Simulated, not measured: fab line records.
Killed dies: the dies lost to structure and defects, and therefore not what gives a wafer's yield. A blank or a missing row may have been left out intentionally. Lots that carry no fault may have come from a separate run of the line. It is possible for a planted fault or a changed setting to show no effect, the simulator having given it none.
Commonality check across tools    flow nand-harc    39 wafers sampled across 13 lots

REASON FOR OPENING
On 1 of the 13 lots, a flag is raised at NHARC_P_ZERO_WELL_CD_MEAS_52 on the reading cd-nm. No-fault wafers: 1999.0 nm, standard deviation 2.3.
Rule: a lot is flagged in two cases, either no wafer of it has a number, or all its wafers with numbers fall more than 4 standard deviations from that mean. The rest of the lots are taken to be sound.

lot   measured     on         cd-nm (nm), wafer by wafer  flag
L561  day 2 01:31  cd-sem-02  1996.2 1998.8 2000.0        
L562  day 2 12:31  cd-sem-02  1998.5 1998.9 2001.5        
L564  day 3 07:48  cd-sem-03  1999.0 1996.5 1995.8        
L566  day 4 03:52  cd-sem-03  2003.4 2001.6 1999.4        
L567  day 4 13:41  cd-sem-03  1998.3 2000.2 1999.0        
L568  day 5 00:13  cd-sem-01  1998.7 1998.0 1998.3        
L569  day 5 09:53  cd-sem-02  2001.0 2000.5 2001.1        
L570  day 5 19:37  cd-sem-03  1999.2 1997.9 2000.5        
L571  day 6 05:53  cd-sem-01  1997.4 1996.5 2000.8        
L572  day 6 15:44  cd-sem-03  2001.0 1998.2 1999.5        
L573  day 7 01:47  cd-sem-03  1998.6 1997.8 1998.8        
L574  day 7 11:29  cd-sem-01  2001.7 2000.1 2003.9        
L578  day 9 03:45  cd-sem-02  1682.2 1684.0 1686.2        FLAGGED
Flagged lots average 1684.1 nm: -314.9 nm relative to the usual, that is -99 or more standard deviations.

WHICH TOOL RAN EACH LOT
The record keeps 1 process step preceding the reading, out of 1302 steps on the route. Cell contents, in order: the tool; ch with the chambers the sampled wafers went through; the start.
lot   flag     NHARC_P_ZERO_WELL_EXPOSE_49
L561           krf-scanner-04 ch 0, day 2 01:22
L562           krf-scanner-03 ch 0, day 2 12:22
L564           krf-scanner-01 ch 0, day 3 07:38
L566           krf-scanner-03 ch 0, day 4 03:43
L567           krf-scanner-04 ch 0, day 4 13:32
L568           krf-scanner-03 ch 0, day 5 00:03
L569           krf-scanner-03 ch 0, day 5 09:44
L570           krf-scanner-03 ch 0, day 5 19:28
L571           krf-scanner-01 ch 0, day 6 05:44
L572           krf-scanner-03 ch 0, day 6 15:35
L573           krf-scanner-04 ch 0, day 7 01:37
L574           krf-scanner-04 ch 0, day 7 11:20
L578  FLAGGED  krf-scanner-03 ch 0, day 9 03:35
What the steps here do:
- NHARC_P_ZERO_WELL_EXPOSE_49: exposes mask P HVPW, target cd 2000 nm.
- NHARC_P_ZERO_WELL_CD_MEAS_52: target cd 2000 nm.

FLAGGED OVER TOTAL, TOOL BY TOOL (the gauges that took the reading come last)
step                          tool            lots run  flagged  share of the flagged lots  sound lots run after its first flagged lot
NHARC_P_ZERO_WELL_EXPOSE_49   krf-scanner-01  2         0        none                       -
NHARC_P_ZERO_WELL_EXPOSE_49   krf-scanner-03  7         1        all                        0
NHARC_P_ZERO_WELL_EXPOSE_49   krf-scanner-04  4         0        none                       -
NHARC_P_ZERO_WELL_CD_MEAS_52  cd-sem-01       3         0        none                       -
NHARC_P_ZERO_WELL_CD_MEAS_52  cd-sem-02       4         1        all                        0
NHARC_P_ZERO_WELL_CD_MEAS_52  cd-sem-03       6         0        none                       -

WHAT THE TABLE PERMITS
Rows of the table that ran all the flagged lots, 2 in number: krf-scanner-03 at NHARC_P_ZERO_WELL_EXPOSE_49; cd-sem-02 at NHARC_P_ZERO_WELL_CD_MEAS_52.
- krf-scanner-03 at NHARC_P_ZERO_WELL_EXPOSE_49: 1 of its 7 lots flagged. Last sound lot L572 at day 6 15:35, first flagged lot L578 at day 9 03:35; a fault beginning in between fits.
- cd-sem-02 at NHARC_P_ZERO_WELL_CD_MEAS_52: 1 of its 4 lots flagged. Last sound lot L569 at day 5 09:53, first flagged lot L578 at day 9 03:45; a fault beginning in between fits.
These 2 tools cannot be told apart by counting lots, since each of them fits a fault that started at some hour. More lots, or a look at what each step does to the wafer, might.

WHAT THE SIMULATOR PUT IN
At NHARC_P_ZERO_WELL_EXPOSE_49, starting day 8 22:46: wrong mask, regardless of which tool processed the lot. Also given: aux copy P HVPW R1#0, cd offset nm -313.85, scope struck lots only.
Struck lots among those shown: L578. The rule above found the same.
